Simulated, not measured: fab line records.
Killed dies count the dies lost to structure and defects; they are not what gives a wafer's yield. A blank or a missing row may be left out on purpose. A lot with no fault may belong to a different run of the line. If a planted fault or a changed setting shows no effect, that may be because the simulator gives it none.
Chamber matching | flow nand-harc | 4 sister chambers for NHARC_A_STAIRCASE_TRIM_12 on rie-diel-13
The step chemistry O2, time 211.2 s. 8 wafers are shown with their chamber, then 10 later ones without.

## WAFERS WITH THEIR CHAMBER
wafer  | chamber | drypump-motor-current-A (A) | showerhead-plenum-p-Torr (Torr)
L079.2 | 3       | 5.3                         | 3.80
L078.6 | 2       | 5.7                         | 3.41
L082.1 | 3       | 5.2                         | 3.78
L083.1 | 0       | 6.5                         | 3.45
L083.2 | 2       | 5.6                         | 3.39
L083.5 | 1       | 4.8                         | 3.42
L085.3 | 0       | 6.5                         | 3.44
L085.5 | 1       | 4.8                         | 3.42

## WAFERS WITHOUT THEIR CHAMBER
wafer  | drypump-motor-current-A (A) | showerhead-plenum-p-Torr (Torr)
L085.6 | 5.6                         | 3.39
L084.3 | 4.8                         | 3.42
L084.5 | 5.6                         | 3.39
L084.6 | 4.8                         | 3.42
L087.1 | 6.5                         | 3.44
L087.5 | 5.6                         | 3.38
L087.6 | 4.8                         | 3.42
L091.2 | 4.8                         | 3.41
L091.3 | 6.5                         | 3.43
L091.6 | 4.8                         | 3.41

## WHICH CHAMBER EACH ONE RAN IN
wafer  | from the rows above | in truth
L085.6 | 2                   | 2
L084.3 | 1                   | 1
L084.5 | 2                   | 2
L084.6 | 1                   | 1
L087.1 | 0                   | 0
L087.5 | 2                   | 2
L087.6 | 1                   | 1
L091.2 | 1                   | 1
L091.3 | 0                   | 0
L091.6 | 1                   | 1
Placed correctly: 10 of 10. Number that these rows cannot place: 0. Number placed wrongly: 0.
How it was worked out, from the rows above alone: a wafer's distance from a chamber is the root of the sum, over the readings, of the square of ((its reading less the chamber's mean) divided by the reading's scatter). The wafer belongs to the nearest chamber; if the next one is less than 2 further off, it can't be placed. For every chamber, the mean is computed from those of its wafers that are shown. How the scatter is found: for the shown wafers, subtract from each reading the mean of its chamber, square and add these, divide the total by (wafers less chambers), then take the root.
